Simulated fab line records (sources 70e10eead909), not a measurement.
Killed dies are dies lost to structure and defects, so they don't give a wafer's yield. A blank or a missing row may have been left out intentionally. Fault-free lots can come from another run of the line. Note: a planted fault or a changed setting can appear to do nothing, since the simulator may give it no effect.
A struck lot beside a sound one	flow nand harc	12 steps out of a route of 1159
Sound: these wafers, L784.2, L784.3, L784.5. Wafers struck: L792.2, L792.5, L792.6. The cause is given at the end.
Order at every step that has rows: each side's tool, ch and its chambers, its first start. Under that, the readings that differ: sound wafers	struck wafers	difference of the means	sigmas: that difference in standard deviations of wafers without a fault.
alike: readings whose means differ by less than 2 such deviations, and words and numbers that are the same on both sides. not compared: withheld readings, readings that some wafer has no value for, bounds like >300 that may hide the same value, and numbers for which the record gives no deviation and whose values overlap.
Wherever a step has rows on one side only, a row that says differs or no value, or a row with sigmas, the two part there. Numbers that don't overlap but have no deviation are shown without sigmas and don't part them. A reading missing from all wafers of one side parts the sides only when that side holds two or more wafers.

NHARC_P_START_INSPECT_01:
  struck on defect inspect-02, day 6 06:02; sound on defect inspect-02, day 4 06:02
  alike: raw defect count
then, 9 steps without rows for these wafers: NHARC_P_ZERO_WELL_PRECLEAN_00 (cleans in SPM, time 600 s); NHARC_P_ZERO_WELL_SRD_01; NHARC_P_ZERO_WELL_PECVD_02 (deposits SiO2, target thk 10 nm); NHARC_P_ZERO_WELL_DEHYDRATE_03 (time 120 s); NHARC_P_ZERO_WELL_HMDS_04 (time 30 s); NHARC_P_ZERO_WELL_COAT_64 (time 65 s); NHARC_P_ZERO_WELL_COAT_05 (resist thk 600 nm); NHARC_P_ZERO_WELL_SOFTBAKE_06 (time 70 s); NHARC_P_ZERO_WELL_EBR_07.
NHARC_P_ZERO_WELL_EXPOSE_08: exposes mask P ZERO, target cd 500 nm.
  struck on krf scanner-01, day 6 06:58; sound on krf scanner-01 ch 0, day 4 07:05
  no value came back on the struck wafers for exposure dose mJ cm2, focus offset nm (nm); on the sound wafers exposure dose mJ cm2 reads 33.77 33.74 33.73
  alike: mask
then, 1 step without rows for these wafers: NHARC_P_ZERO_WELL_PEB_09 (peb time 80 s).

== WHERE THEY PART ==
Only at NHARC_P_ZERO_WELL_EXPOSE_08, within this record.

WHY: what the simulator had put in
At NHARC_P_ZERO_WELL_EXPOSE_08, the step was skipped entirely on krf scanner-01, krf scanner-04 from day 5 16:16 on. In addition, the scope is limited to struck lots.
